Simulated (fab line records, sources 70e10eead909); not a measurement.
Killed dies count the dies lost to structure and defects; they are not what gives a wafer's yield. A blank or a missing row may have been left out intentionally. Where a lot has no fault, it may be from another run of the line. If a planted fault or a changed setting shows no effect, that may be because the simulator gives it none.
Which tool is to blame? | flow nand_harc | 6 lots, 18 wafers sampled, at 5 steps of a route of 1159

== WHAT THE GAUGES READ, wafer by wafer ==
NHARC_END_SORT_01.
lot | measured | on | killed_at_array

== TOOL THAT RAN EACH LOT (tool first, then ch and the chambers of the sampled wafers, then the start) ==
lot  | NHARC_A_STAIRCASE_ETCH_15                     | NHARC_A_STAIRCASE_ETCH_23          | NHARC_A_STAIRCASE_ETCH_27                     | NHARC_A_STAIRCASE_STRIP_175
L979 | rie_diel-06 ch 1,2, day 11 13:49 or earlier   | rie_diel-06 ch 1,2,3, day 11 13:49 | rie_diel-06 ch 0,2,3, day 11 14:26 or earlier | plasma_asher-01 ch 0,1, day 11 14:26
L976 | rie_diel-06 ch 1,2,3, day 11 19:02 or earlier | rie_diel-01 ch 0,3, day 11 19:02   | rie_diel-01 ch 0,1,2, day 11 19:57 or earlier | plasma_asher-02 ch 0,1, day 11 19:57
L981 | rie_diel-02 ch 0,1,2, day 12 14:22 or earlier | rie_diel-02 ch 0,2,3, day 12 14:22 | rie_diel-02 ch 0,3, day 12 15:06 or earlier   | plasma_asher-02 ch 0,1, day 12 15:06
L985 | rie_diel-06 ch 0,1,3, day 14 15:18 or earlier | rie_diel-06 ch 2,3, day 14 15:18   | rie_diel-06 ch 0,1,2, day 14 15:56 or earlier | plasma_asher-01 ch 0,1, day 14 15:56
L992 | rie_diel-06 ch 0,2,3, day 15 07:24 or earlier | rie_diel-06 ch 0,1,2, day 15 07:24 | rie_diel-06 ch 0,1,2, day 15 08:17 or earlier | plasma_asher-01 ch 0,1, day 15 08:17
L994 | rie_diel-02 ch 1,3, day 15 14:30 or earlier   | rie_diel-01 ch 0,2,3, day 15 14:30 | rie_diel-01 ch 2,3, day 15 15:24 or earlier   | plasma_asher-01 ch 0, day 15 15:24
- NHARC_A_STAIRCASE_ETCH_15: etches the open film in C4F8/O2, target depth 100 nm, time 40.5 s.
- NHARC_A_STAIRCASE_ETCH_23: etches the open film in C4F8/O2, target depth 100 nm, time 40.5 s.
- NHARC_A_STAIRCASE_ETCH_27: etches the open film in C4F8/O2, target depth 100 nm, time 40.5 s.
- NHARC_A_STAIRCASE_STRIP_175: strips in O2.

== THE ANSWER, worked out from the rows above alone ==
Rule: usual is defined by the lots themselves. Put in order of their means at a reading, lots are off if they are a third of the lots or fewer, leave a main group of 4 or more, and stand apart from it by a gap of 3 or more times the standard deviation of the main group's means; of several such gaps the widest counts. If all means in a main group match to the digits the tables above print for the reading, that group is not used. Also off: a lot with no number at a reading for which 4 or more lots have one. Where the step has rows for the other lots, those lots are counted as sound.
None of the lots is off at any reading shown; this tells nothing.

== WHAT THE SIMULATOR HAD PUT IN ==
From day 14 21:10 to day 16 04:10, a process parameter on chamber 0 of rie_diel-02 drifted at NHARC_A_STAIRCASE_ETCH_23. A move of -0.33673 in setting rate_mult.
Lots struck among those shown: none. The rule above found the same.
